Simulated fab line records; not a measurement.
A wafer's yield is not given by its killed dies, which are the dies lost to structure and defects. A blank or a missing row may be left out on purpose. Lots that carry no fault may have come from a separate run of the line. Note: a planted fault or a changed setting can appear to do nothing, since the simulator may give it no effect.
Struck lot and sound lot, side by side    flow nand_harc    34 steps out of a route of 1302
Sound: wafers L328.2, L328.3, L328.5. Wafers L331.3, L331.4, L331.6 were the ones struck. The cause is named last.
Per side, at each step with rows, come the tool, then ch with its chambers, and then its first start. Under that, the readings that differ: sound wafers    struck wafers    difference of the means    sigmas: that difference in standard deviations of wafers without a fault.
alike: words and numbers the same on both sides, and readings whose means are apart by under 2 such deviations; not compared: readings that were withheld, readings missing a value for some wafer, numbers with overlapping values and no deviation given by the record, and bounds like >300 which may hide the same value.
Wherever a step has rows on one side only, a row that says differs or no value, or a row with sigmas, the two part there. Non-overlapping numbers with no deviation appear without sigmas and do not part them. A reading missing from all wafers of one side parts the sides only when that side holds two or more wafers.

first, 9 steps without rows for these wafers: NHARC_A_CHANNEL_HOLE_D1_DEP_00 (deposits aC, target thk 3100 nm); NHARC_A_CHANNEL_HOLE_D1_DEP_01 (deposits SiON, target thk 140 nm); NHARC_A_CHANNEL_HOLE_D1_DEHYDRATE_02 (time 120 s); NHARC_A_CHANNEL_HOLE_D1_HMDS_03 (time 30 s); NHARC_A_CHANNEL_HOLE_D1_COAT_36 (time 75 s); NHARC_A_CHANNEL_HOLE_D1_COAT_37 (time 65 s); NHARC_A_CHANNEL_HOLE_D1_COAT_04 (resist thk 90 nm); NHARC_A_CHANNEL_HOLE_D1_SOFTBAKE_05 (time 55 s); NHARC_A_CHANNEL_HOLE_D1_EBR_06.
NHARC_A_CHANNEL_HOLE_D1_EXPOSE_07: exposes mask HOLE D1, target cd 100 nm.
  sound on arfi_scanner-02 ch 0, day 11 04:01; struck on arfi_scanner-02 ch 0, day 12 19:53
reading               sound              struck             difference  sigmas
exposure_dose_mJ_cm2  59.57 59.72 59.54  57.00 57.08 56.98  -2.59       -42
  alike: mask
then, 2 steps without rows for these wafers: NHARC_A_CHANNEL_HOLE_D1_PEB_08 (peb time 65 s); NHARC_A_CHANNEL_HOLE_D1_DEVELOP_09 (develop time 35 s).
NHARC_A_CHANNEL_HOLE_D1_CD_MEAS_10: the cd target is 100 nm.
  sound on cd_sem-02 ch 0, day 11 04:09; struck on cd_sem-03 ch 0
reading     sound             struck          difference  sigmas
cd_nm (nm)  99.8 100.6 100.1  97.4 97.9 96.5  -2.9        -8
  not compared: hold
NHARC_A_CHANNEL_HOLE_D1_OVL_MEAS_11:
  struck on overlay-02, day 13 01:51; sound on overlay-02, day 11 04:14
reading  sound  struck                                                                      difference                    sigmas
hold     - - -  await_dispo/5.6h/release await_dispo/5.6h/release await_dispo/5.6h/release  no value on the sound wafers  
  alike: overlay_x_nm, overlay_y_nm
NHARC_A_CHANNEL_HOLE_D1_DESCUM_15: chemistry O2, time 3 s.
  sound on rie_diel-04 ch 2,3, day 11 04:20; struck on rie_diel-04 ch 1,3, day 13 01:56
reading                             sound              struck             difference  sigmas
model.A_CHANNEL_HOLE_D1.cd_nm (nm)  100.1 100.5 100.1  97.93 97.79 96.94  -2.68       
  alike: drypump_motor_current_A, oes_product_au, rf_vpp_V, showerhead_plenum_p_Torr, throttle_valve_pct
  not compared: rf_hours_counter_h
then, 16 steps without rows for these wafers: NHARC_A_CHANNEL_HOLE_D1_ETCH_38 (etches the open film in CF4, target depth 39 nm, time 65 s); NHARC_A_CHANNEL_HOLE_D1_ETCH_39 (etches the open film in N2/H2, target depth 260 nm, time 325 s); NHARC_A_CHANNEL_HOLE_D1_ETCH_34 (etches the open film in CF4/CHF3, target depth 154 nm, time 77 s); NHARC_A_CHANNEL_HOLE_D1_ETCH_16 (etches the open film in O2/COS, target depth 3100 nm, time 806 s); NHARC_A_CHANNEL_HOLE_D1_ETCH_19 (etches the open film in C4F8/O2/Ar, time 34.5 s); NHARC_A_CHANNEL_HOLE_D1_ETCH_20 (etches the open film in C4F8/O2/Ar, time 361.9 s, target depth 1600 nm); NHARC_A_CHANNEL_HOLE_D1_ETCH_21 (etches the open film in C4F8/O2/Ar, time 514.3 s, target depth 1600 nm); NHARC_A_CHANNEL_HOLE_D1_ETCH_22 (etches the open film in C4F8/O2/Ar, time 666.7 s, target depth 1600 nm); NHARC_A_CHANNEL_HOLE_D1_ETCH_23 (etches the open film in C4F8/O2/Ar, time 819 s, target depth 1600 nm); NHARC_A_CHANNEL_HOLE_D1_ETCH_24 (etches the open film in C4F8/O2/Ar, time 906.2 s, target depth 1500 nm); NHARC_A_CHANNEL_HOLE_D1_ETCH_25 (etches the open film in C4F8/O2/Ar, time 1040.2 s, target depth 1500 nm); NHARC_A_CHANNEL_HOLE_D1_ETCH_26 (etches the open film in C4F8/O2/Ar, time 224.1 s, target depth 300 nm); NHARC_A_CHANNEL_HOLE_D1_ETCH_33 (etches the open film in C4F8/O2/Ar, time 90 s, target depth 400 nm); NHARC_A_CHANNEL_HOLE_D1_STRIP_41 (strips in N2/H2); NHARC_A_CHANNEL_HOLE_D1_STRIP_42 (strips in CF4/CHF3); NHARC_A_CHANNEL_HOLE_D1_STRIP_43 (strips in O2/COS).
NHARC_A_CHANNEL_HOLE_D1_ETCH_44: etches the open film in CF4/O2, target depth 140 nm, overetch 14 nm, time 77 s.
  sound on rie_diel-12 ch 0,1, day 11 10:31; struck on rie_diel-04 ch 0,1,3, day 13 07:52
reading                             sound             struck            difference  sigmas
model.A_CHANNEL_HOLE_D1.cd_nm (nm)  90.6 90.69 90.97  88.37 87.6 86.14  -3.38       
  alike: drypump_motor_current_A, oes_product_au, rf_vpp_V, showerhead_plenum_p_Torr, throttle_valve_pct
  not compared: rf_hours_counter_h
then, 1 step without rows for these wafers: NHARC_A_CHANNEL_HOLE_D1_STRIP_27 (strips in O2).
-- break in the record here, with 16 days between the starts of the struck wafers on either side (left off in module A_CHANNEL_HOLE_D1, picked up again in module END, where the first step shown is number 1302 on the route) --
NHARC_END_SORT_01:
  sound on prober-01 ch 0, day 27 03:31; struck on prober-02 ch 0, day 29 18:22
reading              sound  struck  difference  sigmas
killed_at_periphery  1 1 3  14 5 4  +6          +2
  alike: killed_at_array, killed_at_other, killed_dies, killed_open, killed_short

== WHERE THEY PART ==
At NHARC_A_CHANNEL_HOLE_D1_EXPOSE_07 first; at NHARC_END_SORT_01 last (within this record only).

WHY: the cause the simulator had injected
Process parameters drifting: arfi_scanner-02 at NHARC_A_CHANNEL_HOLE_D1_EXPOSE_07, beginning at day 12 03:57. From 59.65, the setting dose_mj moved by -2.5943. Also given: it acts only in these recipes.
